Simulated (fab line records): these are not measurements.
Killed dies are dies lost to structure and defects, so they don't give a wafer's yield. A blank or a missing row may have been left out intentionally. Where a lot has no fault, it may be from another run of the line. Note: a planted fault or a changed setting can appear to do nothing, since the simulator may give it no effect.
Split-lot experiment / flow n5-finfet / route with 1938 steps; 7 lots, 21 wafers read

== SPLIT DETAILS ==
At N5_BEOL_M0_TRENCH_ETCH_107 (etches SiOC in C4F6/O2, target depth 32.8 nm, time 16.4 s), the setting target-depth-a was moved away from the recipe's 328 angstrom on 10 of the 21 wafers read, by -9.0% to +11.2%. For the rest of the wafers, this setting stayed at what the recipe calls for.

== FROM THE SPLIT ON TO THE READING: in between, the file shows 1 step ==
- N5_BEOL_M0_STRIP_142: strips in N2/H2, time 10 s

== THE READING ==
trench-depth-nm, in nm, at N5_BEOL_M0_OCD_MEAS_108. Fault-free wafers of this fab line usually give 32.7 nm, standard deviation 0.57 nm.

wafer=L079.1; tool, chamber at the split=rie-diel-06, 3; target-depth-a as run, angstrom=328; against the recipe=recipe; trench-depth-nm, nm=31.9; against lot-mates on the recipe=-
wafer=L079.4; tool, chamber at the split=rie-diel-06, 3; target-depth-a as run, angstrom=298.4; against the recipe=-9.0%; trench-depth-nm, nm=29.2; against lot-mates on the recipe=-2.7
wafer=L079.6; tool, chamber at the split=rie-diel-06, 2; target-depth-a as run, angstrom=298.4; against the recipe=-9.0%; trench-depth-nm, nm=29.8; against lot-mates on the recipe=-2.1
wafer=L084.2; tool, chamber at the split=rie-diel-06, 1; target-depth-a as run, angstrom=328; against the recipe=recipe; trench-depth-nm, nm=32.5; against lot-mates on the recipe=-
wafer=L084.3; tool, chamber at the split=rie-diel-06, 0; target-depth-a as run, angstrom=338.6; against the recipe=+3.2%; trench-depth-nm, nm=34.3; against lot-mates on the recipe=+1.8
wafer=L084.4; tool, chamber at the split=rie-diel-06, 0; target-depth-a as run, angstrom=338.6; against the recipe=+3.2%; trench-depth-nm, nm=34.5; against lot-mates on the recipe=+2.0
wafer=L086.1; tool, chamber at the split=rie-diel-04, 3; target-depth-a as run, angstrom=328; against the recipe=recipe; trench-depth-nm, nm=32.7; against lot-mates on the recipe=-
wafer=L086.3; tool, chamber at the split=rie-diel-04, 2; target-depth-a as run, angstrom=316.9; against the recipe=-3.4%; trench-depth-nm, nm=31.3; against lot-mates on the recipe=-1.4
wafer=L086.4; tool, chamber at the split=rie-diel-04, 0; target-depth-a as run, angstrom=328; against the recipe=recipe; trench-depth-nm, nm=32.7; against lot-mates on the recipe=-
wafer=L088.2; tool, chamber at the split=rie-diel-06, 1; target-depth-a as run, angstrom=328; against the recipe=recipe; trench-depth-nm, nm=32.7; against lot-mates on the recipe=-
wafer=L088.4; tool, chamber at the split=rie-diel-06, 1; target-depth-a as run, angstrom=364.9; against the recipe=+11.2%; trench-depth-nm, nm=36.7; against lot-mates on the recipe=+4.7
wafer=L088.6; tool, chamber at the split=rie-diel-06, 3; target-depth-a as run, angstrom=328; against the recipe=recipe; trench-depth-nm, nm=31.4; against lot-mates on the recipe=-
wafer=L095.1; tool, chamber at the split=rie-diel-06, 2; target-depth-a as run, angstrom=356.7; against the recipe=+8.7%; trench-depth-nm, nm=35.5; against lot-mates on the recipe=+2.6
wafer=L095.3; tool, chamber at the split=rie-diel-06, 1; target-depth-a as run, angstrom=328; against the recipe=recipe; trench-depth-nm, nm=32.9; against lot-mates on the recipe=-
wafer=L095.6; tool, chamber at the split=rie-diel-06, 0; target-depth-a as run, angstrom=356.7; against the recipe=+8.7%; trench-depth-nm, nm=36.0; against lot-mates on the recipe=+3.1
wafer=L096.3; tool, chamber at the split=rie-diel-06, 3; target-depth-a as run, angstrom=363.2; against the recipe=+10.7%; trench-depth-nm, nm=35.1; against lot-mates on the recipe=+3.1
wafer=L096.5; tool, chamber at the split=rie-diel-06, 3; target-depth-a as run, angstrom=328; against the recipe=recipe; trench-depth-nm, nm=32.0; against lot-mates on the recipe=-
wafer=L096.6; tool, chamber at the split=rie-diel-06, 2; target-depth-a as run, angstrom=363.2; against the recipe=+10.7%; trench-depth-nm, nm=37.0; against lot-mates on the recipe=+5.0
wafer=L097.2; tool, chamber at the split=rie-diel-06, 3; target-depth-a as run, angstrom=328; against the recipe=recipe; trench-depth-nm, nm=32.1; against lot-mates on the recipe=-
wafer=L097.5; tool, chamber at the split=rie-diel-06, 1; target-depth-a as run, angstrom=328; against the recipe=recipe; trench-depth-nm, nm=32.2; against lot-mates on the recipe=-
wafer=L097.6; tool, chamber at the split=rie-diel-06, 0; target-depth-a as run, angstrom=328; against the recipe=recipe; trench-depth-nm, nm=33.2; against lot-mates on the recipe=-

FIT RESULTS
A straight line over all 21 wafers: trench-depth-nm changes by +0.354 nm for each +1% of target-depth-a; r = +0.96; the points scatter about the line by 0.58 nm.
The same after taking each lot's own level away (the mean of its wafers on the recipe; 21 wafers): +0.344 nm for each +1%; r = +0.96; scatter 0.57 nm.
On that fit, the largest move of target-depth-a shifts the reading by 3.9 nm.
The lots' own levels span 31.90 to 32.90 nm, that is 1.8 times the standard deviation above.
The two slopes are in agreement: the lot-to-lot level therefore moves the slope only a little.
Check: with one of the wafers moved furthest among these (+11.2%) left out of the fit, the line predicts +3.92 nm for it against its lot-mates. Against them it came out at +4.65 nm.

== OTHER SPLITS APPLIED TO THESE WAFERS ==
Other splits were also applied to these wafers ahead of the reading. Each is held against what the fit with the lots' levels taken away leaves over:
other split on the same wafers=N5_SD_EPI_N_DESCUM_14 time-s; wafers away from the commonest value=6; r with trench-depth-nm (lot level and that fit taken away)=+0.28
other split on the same wafers=N5_SDB_COAT_03 spin-rpm; wafers away from the commonest value=5; r with trench-depth-nm (lot level and that fit taken away)=-0.18
other split on the same wafers=N5_HKMG_FIN_ETCH_58 source-w; wafers away from the commonest value=8; r with trench-depth-nm (lot level and that fit taken away)=+0.19
other split on the same wafers=N5_MOL_CONTACT_COAG_CVD_140 target-thk-a; wafers away from the commonest value=8; r with trench-depth-nm (lot level and that fit taken away)=-0.12
other split on the same wafers=N5_BEOL_M0_SAQP_EXPOSE_11 dose-mj; wafers away from the commonest value=6; r with trench-depth-nm (lot level and that fit taken away)=+0.05

== THE WHOLE CHAIN: every reading that the file lists as answering this split, in the file's order ==
step=N5_BEOL_M0_TRENCH_ETCH_107; what it does=etches SiOC in C4F6/O2, target depth 32.8 nm, time 16.4 s; reading=BEOL_M0.feature-depth-nm (the simulator's own value, which no gauge read); change (the file's fit)=+0.377 nm for each +1% of the setting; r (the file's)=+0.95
step=N5_BEOL_M0_OCD_MEAS_108; what it does=; reading=trench-depth-nm; change (the file's fit)=+0.362 nm for each +1% of the setting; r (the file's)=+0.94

== THE FILE'S OWN FIT ==
trench-depth-nm changes by +0.362 nm for each +1% of target-depth-a, r = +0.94.
